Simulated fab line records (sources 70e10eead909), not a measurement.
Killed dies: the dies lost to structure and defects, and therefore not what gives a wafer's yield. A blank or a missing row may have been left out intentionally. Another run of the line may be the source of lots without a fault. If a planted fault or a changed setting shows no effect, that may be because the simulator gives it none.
Matching of chambers :: flow nand_harc :: NHARC_P_BONDPAD_ACTIVATE_29 on rie_diel-11: 4 sister chambers
The step chemistry N2, time 60 s. 16 wafers are shown with their chamber, then 8 later ones without.

## WAFERS, EACH WITH ITS CHAMBER
wafer: L243.4
chamber: 2
showerhead_plenum_p_Torr (Torr): 1.90
rf_vpp_V (V): 65.2
oes_product_au (a.u.): 1.015

wafer: L243.5
chamber: 3
showerhead_plenum_p_Torr (Torr): 1.78
rf_vpp_V (V): 64.7
oes_product_au (a.u.): 1.001

wafer: L243.6
chamber: 2
showerhead_plenum_p_Torr (Torr): 1.91
rf_vpp_V (V): 64.4
oes_product_au (a.u.): 1.003

wafer: L245.1
chamber: 3
showerhead_plenum_p_Torr (Torr): 1.78
rf_vpp_V (V): 63.3
oes_product_au (a.u.): 1.002

wafer: L245.2
chamber: 1
showerhead_plenum_p_Torr (Torr): 1.84
rf_vpp_V (V): 65.4
oes_product_au (a.u.): 0.998

wafer: L245.6
chamber: 0
showerhead_plenum_p_Torr (Torr): 1.84
rf_vpp_V (V): 64.6
oes_product_au (a.u.): 1.002

wafer: L247.3
chamber: 3
showerhead_plenum_p_Torr (Torr): 1.78
rf_vpp_V (V): 63.4
oes_product_au (a.u.): 1.020

wafer: L247.4
chamber: 0
showerhead_plenum_p_Torr (Torr): 1.84
rf_vpp_V (V): 64.9
oes_product_au (a.u.): 1.007

wafer: L247.5
chamber: 2
showerhead_plenum_p_Torr (Torr): 1.90
rf_vpp_V (V): 64.1
oes_product_au (a.u.): 1.007

wafer: L252.3
chamber: 1
showerhead_plenum_p_Torr (Torr): 1.84
rf_vpp_V (V): 64.4
oes_product_au (a.u.): 0.986

wafer: L252.4
chamber: 0
showerhead_plenum_p_Torr (Torr): 1.84
rf_vpp_V (V): 64.7
oes_product_au (a.u.): 1.010

wafer: L252.6
chamber: 0
showerhead_plenum_p_Torr (Torr): 1.84
rf_vpp_V (V): 64.9
oes_product_au (a.u.): 1.006

wafer: L253.2
chamber: 2
showerhead_plenum_p_Torr (Torr): 1.90
rf_vpp_V (V): 65.4
oes_product_au (a.u.): 0.996

wafer: L253.4
chamber: 1
showerhead_plenum_p_Torr (Torr): 1.84
rf_vpp_V (V): 63.0
oes_product_au (a.u.): 1.006

wafer: L253.6
chamber: 2
showerhead_plenum_p_Torr (Torr): 1.90
rf_vpp_V (V): 65.1
oes_product_au (a.u.): 1.003

wafer: L255.1
chamber: 1
showerhead_plenum_p_Torr (Torr): 1.84
rf_vpp_V (V): 63.9
oes_product_au (a.u.): 1.000

SIGNATURES (means of the wafers above)
reading: showerhead_plenum_p_Torr
chamber 0: 1.8400
chamber 1: 1.8400
chamber 2: 1.9020
chamber 3: 1.7800
scatter within a chamber: 0.00258

reading: rf_vpp_V
chamber 0: 64.775
chamber 1: 64.175
chamber 2: 64.840
chamber 3: 63.800
scatter within a chamber: 0.68

reading: oes_product_au
chamber 0: 1.00625
chamber 1: 0.99750
chamber 2: 1.00480
chamber 3: 1.00767
scatter within a chamber: 0.00745
Rule: a wafer lies at a distance from a chamber equal to the root of the sum of squares, over the readings, of (its reading less the chamber's mean, divided by the reading's scatter). If the next closest chamber is less than 2 further off than the closest, the wafer can't be placed; otherwise it belongs to the closest. The scatter: take each reading less its chamber's mean, square it, sum over the shown wafers, divide by the number of wafers less the number of chambers, and take the root.

## WAFERS WITHOUT THEIR CHAMBER
wafer: L255.2
showerhead_plenum_p_Torr (Torr): 1.90
rf_vpp_V (V): 63.5
oes_product_au (a.u.): 1.006

wafer: L255.4
showerhead_plenum_p_Torr (Torr): 1.78
rf_vpp_V (V): 63.2
oes_product_au (a.u.): 1.017

wafer: L259.3
showerhead_plenum_p_Torr (Torr): 1.84
rf_vpp_V (V): 65.2
oes_product_au (a.u.): 1.006

wafer: L259.4
showerhead_plenum_p_Torr (Torr): 1.78
rf_vpp_V (V): 64.5
oes_product_au (a.u.): 0.997

wafer: L259.6
showerhead_plenum_p_Torr (Torr): 1.84
rf_vpp_V (V): 63.5
oes_product_au (a.u.): 1.031

wafer: L260.1
showerhead_plenum_p_Torr (Torr): 1.83
rf_vpp_V (V): 63.9
oes_product_au (a.u.): 1.017

wafer: L260.2
showerhead_plenum_p_Torr (Torr): 1.78
rf_vpp_V (V): 64.4
oes_product_au (a.u.): 0.992

wafer: L260.4
showerhead_plenum_p_Torr (Torr): 1.90
rf_vpp_V (V): 63.4
oes_product_au (a.u.): 1.012

## WHICH CHAMBER EACH WENT THROUGH
wafer: L255.2
from the rows above: 2
in truth: 2

wafer: L255.4
from the rows above: 3
in truth: 3

wafer: L259.3
from the rows above: can't be placed: 0 or 1
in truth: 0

wafer: L259.4
from the rows above: 3
in truth: 3

wafer: L259.6
from the rows above: can't be placed: 0 or 1
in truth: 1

wafer: L260.1
from the rows above: can't be placed: 0 or 1
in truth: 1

wafer: L260.2
from the rows above: 3
in truth: 3

wafer: L260.4
from the rows above: 2
in truth: 2
Correctly placed: 5 of 8. Cannot be placed on the basis of these rows: 3; the candidates contain the true chamber in 3. Wrongly placed: 0.
